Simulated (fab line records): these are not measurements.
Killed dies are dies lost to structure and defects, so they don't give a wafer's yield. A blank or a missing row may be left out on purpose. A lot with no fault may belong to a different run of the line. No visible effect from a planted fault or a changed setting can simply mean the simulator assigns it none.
What tool caused it?    flow nand_harc    14 lots with 42 wafers sampled at 3 steps, on a route of 1302 steps

== WHAT THE GAUGES READ, wafer by wafer ==
NHARC_A_M0_OVL_MEAS_10: pitch 160 nm. Usual: overlay_x_nm 0.1 nm, standard deviation 0.59; overlay_y_nm -0.3 nm, standard deviation 0.51.
lot   measured      on          overlay_x_nm (nm)  overlay_y_nm (nm)  flag
L482  day 23 09:19  overlay-02  -0.2 0.0 -0.1      -0.5 -0.1 -0.5     
L480  day 23 09:34  overlay-01  0.5 0.2 0.7        -0.5 -0.4 -0.2     
L483  day 23 12:27  overlay-01  0.4 0.5 -0.1       -0.7 -0.9 -0.2     
L485  day 24 10:12  overlay-02  - - -              - - -              OFF
L486  day 24 23:38  overlay-02  - - -              - - -              OFF
L490  day 27 23:43  overlay-01  0.0 0.3 0.3        -0.8 -0.7 -0.7     
L496  day 29 13:09  overlay-02  -0.1 0.1 0.3       -0.1 0.1 0.2       
L495  day 29 20:19  overlay-01  -0.3 -0.5 -0.5     -0.1 0.3 0.3       
L498  day 30 13:51  overlay-01  -0.3 0.3 0.4       0.3 -0.1 0.3       
L500  day 30 17:48  overlay-01  0.6 0.8 0.2        -0.5 -0.1 -0.4     
L499  day 30 19:07  overlay-02  1.3 1.6 1.2        0.3 0.3 0.6        
L502  day 30 23:28  overlay-01  0.1 0.2 0.0        0.0 0.3 -0.1       
L501  day 31 03:16  overlay-01  -0.3 -0.3 -0.5     -0.3 -0.3 -0.5     
L503  day 32 09:30  overlay-02  0.1 -0.2 0.4       0.1 -0.1 -0.3      

== WHAT TOOL EACH LOT RAN ON (gives the tool, then ch and the chambers of the sampled wafers, and finally the start) ==
lot   NHARC_A_BLC_ETCH_18                            NHARC_A_M0_EXPOSE_06
L482  rie_diel-01 ch 0,1,2, day 23 09:05 or earlier  arfi_scanner-02 ch 0, day 23 09:05
L480  rie_diel-08 ch 1,2,3, day 23 09:21 or earlier  arfi_scanner-01 ch 0, day 23 09:21
L483  rie_diel-12 ch 2,3, day 23 12:13 or earlier    arfi_scanner-01 ch 0, day 23 12:13
L485  rie_diel-12 ch 0,2,3, day 24 09:57 or earlier  arfi_scanner-02, day 24 09:57
L486  rie_diel-12 ch 1,2, day 24 23:25 or earlier    arfi_scanner-02, day 24 23:25
L490  rie_diel-12 ch 0,1,2, day 27 23:29 or earlier  arfi_scanner-01 ch 0, day 27 23:29
L496  rie_diel-01 ch 2,3, day 29 12:55 or earlier    arfi_scanner-02 ch 0, day 29 12:55
L495  rie_diel-01 ch 0,1, day 29 20:06 or earlier    arfi_scanner-02 ch 0, day 29 20:06
L498  rie_diel-01 ch 0,2, day 30 13:38 or earlier    arfi_scanner-02 ch 0, day 30 13:38
L500  rie_diel-01 ch 0,1,3, day 30 17:35 or earlier  arfi_scanner-02 ch 0, day 30 17:35
L499  rie_diel-01 ch 1,2,3, day 30 18:53 or earlier  arfi_scanner-01 ch 0, day 30 18:53
L502  rie_diel-01 ch 0,1,2, day 30 23:14 or earlier  arfi_scanner-01 ch 0, day 30 23:14
L501  rie_diel-01 ch 0,1,2, day 31 03:02 or earlier  arfi_scanner-03 ch 0, day 31 03:02
L503  rie_diel-01 ch 1,2,3, day 32 09:17 or earlier  arfi_scanner-02 ch 0, day 32 09:17
- NHARC_A_BLC_ETCH_18: etches the open film in C4F8/O2/Ar, target depth 910 nm.
- NHARC_A_M0_EXPOSE_06: exposes mask A M0, target cd 80 nm.

== AS READ BY THE TOOLS THEMSELVES (means over the sampled wafers that have a number; for cases with no such wafer, the mark the record gives instead) ==
NHARC_A_BLC_ETCH_18. Usual: oes_product_au 0.943 a.u., standard deviation 0.02; rf_vpp_V 979 V, standard deviation 5.4.
lot   tool         oes_product_au (a.u.)  rf_vpp_V (V)  flag
L482  rie_diel-01  0.931                  978           
L480  rie_diel-08  0.931                  982           
L483  rie_diel-12  0.929                  987           
L485  rie_diel-12  0.959                  984           
L486  rie_diel-12  0.920                  982           
L490  rie_diel-12  0.973                  980           
L496  rie_diel-01  0.935                  979           
L495  rie_diel-01  0.924                  976           
L498  rie_diel-01  0.928                  977           
L500  rie_diel-01  0.926                  976           
L499  rie_diel-01  0.974                  977           
L502  rie_diel-01  0.932                  977           
L501  rie_diel-01  0.930                  977           
L503  rie_diel-01  0.961                  976           

NHARC_A_M0_EXPOSE_06. Usual: exposure_dose_mJ_cm2 83.25, standard deviation 0.084; focus_offset_nm -0.1 nm, standard deviation 0.52; stage_vel_mm_s 500.03 mm/s, standard deviation 0.22.
lot   tool             exposure_dose_mJ_cm2  focus_offset_nm (nm)  stage_vel_mm_s (mm/s)  flag
L482  arfi_scanner-02  83.28                 -0.2                  500.10                 
L480  arfi_scanner-01  83.16                 -0.2                  500.44                 
L483  arfi_scanner-01  83.25                 0.6                   499.89                 
L485  arfi_scanner-02  -                     -                     -                      OFF
L486  arfi_scanner-02  -                     -                     -                      OFF
L490  arfi_scanner-01  83.30                 0.0                   500.29                 
L496  arfi_scanner-02  83.17                 -0.3                  500.28                 
L495  arfi_scanner-02  83.20                 0.8                   500.14                 
L498  arfi_scanner-02  83.34                 -0.0                  499.79                 
L500  arfi_scanner-02  83.29                 0.1                   499.77                 
L499  arfi_scanner-01  83.23                 -0.5                  500.00                 
L502  arfi_scanner-01  83.23                 -0.5                  500.05                 
L501  arfi_scanner-03  83.17                 0.1                   500.07                 
L503  arfi_scanner-02  83.29                 -0.6                  499.78                 

== THE ANSWER, worked out from the rows above alone ==
Rule: lot off if the mean of its wafers having a number is beyond 3 standard deviations from the usual mean. Also off: a lot with no number at a reading for which 4 or more lots have one. Where the step has rows for the other lots, those lots are counted as sound. First the gauges in route order, then the tools' own readings, where a lot's mean is used as printed above. The first step at which some lot is off is used, and at that step the reading that is off furthest; a lot without a number counts as furthest.
Off at NHARC_A_M0_OVL_MEAS_10 (overlay_x_nm): L485, L486. Without a number there: L485, L486.
A tool fits if, at a process step before that reading, it ran every lot that is off, and no sound lot after the first of them. Not tried: the gauges at NHARC_A_M0_OVL_MEAS_10; whatever is off there is also off at NHARC_A_M0_EXPOSE_06, on other tools, and gauge error can't account for it. Because NHARC_A_BLC_ETCH_18 lacks a start for some lots, the hours and order of its lots are taken from NHARC_A_M0_EXPOSE_06. No candidate that was tried fits.

== WHAT WAS PUT IN BY THE SIMULATOR ==
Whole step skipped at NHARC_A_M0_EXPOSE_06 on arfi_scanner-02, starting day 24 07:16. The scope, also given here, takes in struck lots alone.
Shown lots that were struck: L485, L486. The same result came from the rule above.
